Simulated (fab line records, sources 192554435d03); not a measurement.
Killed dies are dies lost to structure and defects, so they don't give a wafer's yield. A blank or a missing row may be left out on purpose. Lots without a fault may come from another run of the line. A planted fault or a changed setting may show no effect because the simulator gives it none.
Split-lot experiment | flow n5_finfet | 7 lots, 21 wafers read, on a route of 1938 steps

THE SPLIT
At N5_BEOL_M3_COAT_22 (resist thk 30 nm), the setting spin_rpm was moved away from the recipe's 1500 rpm on 6 of the 21 wafers read, by -8.2% to +8.4%. The other wafers ran this setting at the recipe's value.

FROM THE SPLIT TO THE READING: what the file shows between them, 4 steps
- N5_BEOL_M3_EBR_24
- N5_BEOL_M3_SOFTBAKE_23: time 60 s
- N5_BEOL_M3_EXPOSE_25: exposes mask V2, defocus 5 nm
- N5_BEOL_M3_PEB_26: peb time 60 s

THE READING
CAR-EUV_of_BEOL_M3_COAT_22.thk_nm (the simulator's own value, which no gauge read), in nm, at N5_BEOL_M3_DEVELOP_27 (develop time 30 s). The file gives no usual value for it. The 15 wafers here that ran the recipe average 29.6 nm, standard deviation 0.05 nm.

wafer  | tool, chamber at the split | spin_rpm as run, rpm | against the recipe | CAR-EUV_of_BEOL_M3_COAT_22.thk_nm, nm | against lot-mates on the recipe
L074.1 | litho_track-05, 0          | 1500                 | recipe             | 29.6                                  | -
L074.3 | litho_track-05, 0          | 1500                 | recipe             | 29.6                                  | -
L074.5 | litho_track-05, 0          | 1500                 | recipe             | 29.6                                  | -
L078.2 | litho_track-05, 0          | 1500                 | recipe             | 29.6                                  | -
L078.3 | litho_track-05, 0          | 1500                 | recipe             | 29.6                                  | -
L078.6 | litho_track-05, 0          | 1500                 | recipe             | 29.6                                  | -
L086.2 | litho_track-05, 0          | 1599                 | +6.6%              | 28.6                                  | -1.0
L086.6 | litho_track-05, 0          | 1599                 | +6.6%              | 28.6                                  | -1.0
L086.4 | litho_track-05, 0          | 1500                 | recipe             | 29.6                                  | -
L090.2 | litho_track-05, 0          | 1377                 | -8.2%              | 31                                    | +1.4
L090.4 | litho_track-05, 0          | 1377                 | -8.2%              | 30.8                                  | +1.2
L090.6 | litho_track-05, 0          | 1500                 | recipe             | 29.6                                  | -
L088.3 | litho_track-03, 0          | 1500                 | recipe             | 29.6                                  | -
L088.6 | litho_track-03, 0          | 1500                 | recipe             | 29.6                                  | -
L088.5 | litho_track-03, 0          | 1500                 | recipe             | 29.8                                  | -
L091.2 | litho_track-02, 0          | 1500                 | recipe             | 29.6                                  | -
L091.4 | litho_track-02, 0          | 1626                 | +8.4%              | 28.4                                  | -1.2
L091.6 | litho_track-02, 0          | 1626                 | +8.4%              | 28.4                                  | -1.2
L095.1 | litho_track-03, 0          | 1500                 | recipe             | 29.6                                  | -
L095.3 | litho_track-03, 0          | 1500                 | recipe             | 29.6                                  | -
L095.5 | litho_track-03, 0          | 1500                 | recipe             | 29.6                                  | -

THE FIT
A straight line over all 21 wafers: CAR-EUV_of_BEOL_M3_COAT_22.thk_nm changes by -0.152 nm for each +1% of spin_rpm; r = -1.00; the points scatter about the line by 0.059 nm.
The same after taking each lot's own level away (the mean of its wafers on the recipe; 21 wafers): -0.151 nm for each +1%; r = -1.00; scatter 0.056 nm.
On that fit, the largest move of spin_rpm shifts the reading by 1.3 nm.
The lots' own levels span 29.60 to 29.67 nm, that is 1.3 times the standard deviation above.
So the lot-to-lot level changes the slope little: the two slopes agree.
Check: with one of the wafers moved furthest among these (+8.4%) left out of the fit, the line predicts -1.27 nm for it against its lot-mates. It came out at -1.2 nm against them.

OTHER SPLITS ON THESE WAFERS
These wafers also went through other splits before the reading. Each is held against what the fit with the lots' levels taken away leaves over:
other split on the same wafers           | wafers away from the commonest value | r with CAR-EUV_of_BEOL_M3_COAT_22.thk_nm (lot level and that fit taken away)
N5_SD_EPI_P_EPI_21 epi_growth_time_s     | 6                                    | -0.15
N5_GATE_CUT_ETCH_56 icp_w                | 8                                    | +0.10
N5_GATE_CUT_ALD_22 ald_cycles            | 5                                    | -0.29
N5_MOL_CONTACT_COAG_CVD_140 target_thk_a | 8                                    | -0.29
N5_BEOL_M1_COAT_05 spin_rpm              | 9                                    | -0.20
N5_BEOL_M2_COAT_62 spin_rpm              | 7                                    | +0.30
N5_BEOL_M2_COAT_73 temp_c                | 9                                    | +0.20
N5_BEOL_M2_DEP_57 time_s                 | 10                                   | -0.10
N5_BEOL_M3_COAT_76 spin_rpm              | 9                                    | +0.01

THE WHOLE CHAIN: every reading that the file lists as answering this split, in the file's order
step                  | what it does      | reading                                                                            | change (the file's fit)               | r (the file's)
N5_BEOL_M3_COAT_22    | resist thk 30 nm  | CAR-EUV_of_BEOL_M3_COAT_22.thk_nm (the simulator's own value, which no gauge read) | -0.139 nm for each +1% of the setting | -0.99
N5_BEOL_M3_DEVELOP_27 | develop time 30 s | CAR-EUV_of_BEOL_M3_COAT_22.thk_nm (the simulator's own value, which no gauge read) | -0.151 nm for each +1% of the setting | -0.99

THE FILE'S OWN FIT
CAR-EUV_of_BEOL_M3_COAT_22.thk_nm changes by -0.151 nm for each +1% of spin_rpm, r = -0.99.
